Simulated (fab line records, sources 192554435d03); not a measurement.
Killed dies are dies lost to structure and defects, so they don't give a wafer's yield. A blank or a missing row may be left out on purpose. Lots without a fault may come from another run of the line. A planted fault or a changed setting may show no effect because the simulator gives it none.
Which tool did it? | flow n5_finfet | 11 lots, 33 wafers sampled, at 4 steps of a route of 1938

WHAT THE GAUGES READ, wafer by wafer
N5_PASSIVATION_CD_MEAS_44: target cd 40000 nm.
lot  | measured     | on        | cd_nm (nm)
L410 | day 11 15:26 | cd_sem-01 | 40002 39996 39995
L412 | day 11 17:38 | cd_sem-02 | 40003 40001 39995
L413 | day 11 22:48 | cd_sem-01 | 39995 40001 39999
L414 | day 12 05:26 | cd_sem-03 | 39998 39996 39998
L415 | day 12 12:26 | cd_sem-01 | 40002 39999 40001
L416 | day 12 22:57 | cd_sem-02 | 40000 40001 40001
L423 | day 16 12:45 | cd_sem-02 | 40001 39997 40003
L426 | day 18 10:19 | cd_sem-01 | 40003 39999 40004
L428 | day 18 21:37 | cd_sem-02 | 40000 39998 39999
L429 | day 17 08:56 | cd_sem-01 | 39995 39993 39998
L430 | day 17 05:08 | cd_sem-02 | 39997 39992 39995

WHICH TOOL RAN EACH LOT (tool, then ch and the chambers of the sampled wafers, then the start)
lot  | N5_MOL_CONTACT_COAG_STRIP_49         | N5_MIM_TOP_ETCH_PECVD_03        | N5_PASSIVATION_STRIP_14
L410 | plasma_asher-02 ch 0,1, day 5 15:36  | pecvd-01 ch 0,1,2, day 11 08:23 | rie_diel-05 ch 2,3, day 11 11:08
L412 | plasma_asher-02 ch 0,1, day 6 03:24  | pecvd-03 ch 0,1,2, day 11 10:49 | rie_diel-06 ch 1,2,3, day 11 13:22
L413 | plasma_asher-02 ch 0,1, day 6 04:19  | pecvd-02 ch 0,1, day 11 16:23   | rie_diel-05 ch 0,1,2, day 11 19:46
L414 | plasma_asher-02 ch 0,1, day 6 13:26  | pecvd-03 ch 0,1,2, day 11 21:40 | rie_diel-06 ch 0,2, day 12 02:11
L415 | plasma_asher-02 ch 0,1, day 6 18:28  | pecvd-02 ch 0,1, day 12 02:40   | rie_diel-05 ch 1,2,3, day 12 09:03
L416 | plasma_asher-02 ch 0,1, day 7 07:44  | pecvd-02 ch 1,2, day 12 15:13   | rie_diel-06 ch 1,2,3, day 12 19:53
L423 | plasma_asher-01 ch 0,1, day 8 22:53  | pecvd-01 ch 0,2, day 16 06:25   | rie_diel-01 ch 1,2,3, day 16 09:08
L426 | plasma_asher-02 ch 0,1, day 9 16:59  | pecvd-01 ch 0,1,2, day 18 03:28 | rie_diel-01 ch 1,2,3, day 18 07:16
L428 | plasma_asher-01 ch 0,1, day 10 01:37 | pecvd-03 ch 0,1,2, day 18 12:09 | rie_diel-01 ch 1,3, day 18 18:09
L429 | plasma_asher-01 ch 0,1, day 10 07:20 | pecvd-01 ch 0,2, day 17 01:34   | rie_diel-06 ch 1,2, day 17 05:32
L430 | plasma_asher-01 ch 0,1, day 10 10:59 | pecvd-03 ch 1,2, day 16 23:10   | rie_diel-06 ch 0,1, day 17 02:15
- N5_MOL_CONTACT_COAG_STRIP_49: strips in N2/H2, time 30 s.
- N5_MIM_TOP_ETCH_PECVD_03: deposits SiNx from SiH4/NH3/N2, target thk 20 nm, time 17.6 s.
- N5_PASSIVATION_STRIP_14: strips in O2.

THE ANSWER, worked out from the rows above alone
Rule: what is usual is taken from the lots themselves. Put in order of their means at a reading, lots are off if they are a third of the lots or fewer, leave a main group of 4 or more, and stand apart from it by a gap of 3 or more times the standard deviation of the main group's means; of several such gaps the widest counts. A main group whose means are all the same, to the digits that the tables above print for the reading, isn't used. A lot without any number at a reading at which 4 lots or more have one is off too. The other lots that the step has rows for count as sound.
No lot is off at any reading shown: from this, nothing can be told.

WHAT THE SIMULATOR HAD PUT IN
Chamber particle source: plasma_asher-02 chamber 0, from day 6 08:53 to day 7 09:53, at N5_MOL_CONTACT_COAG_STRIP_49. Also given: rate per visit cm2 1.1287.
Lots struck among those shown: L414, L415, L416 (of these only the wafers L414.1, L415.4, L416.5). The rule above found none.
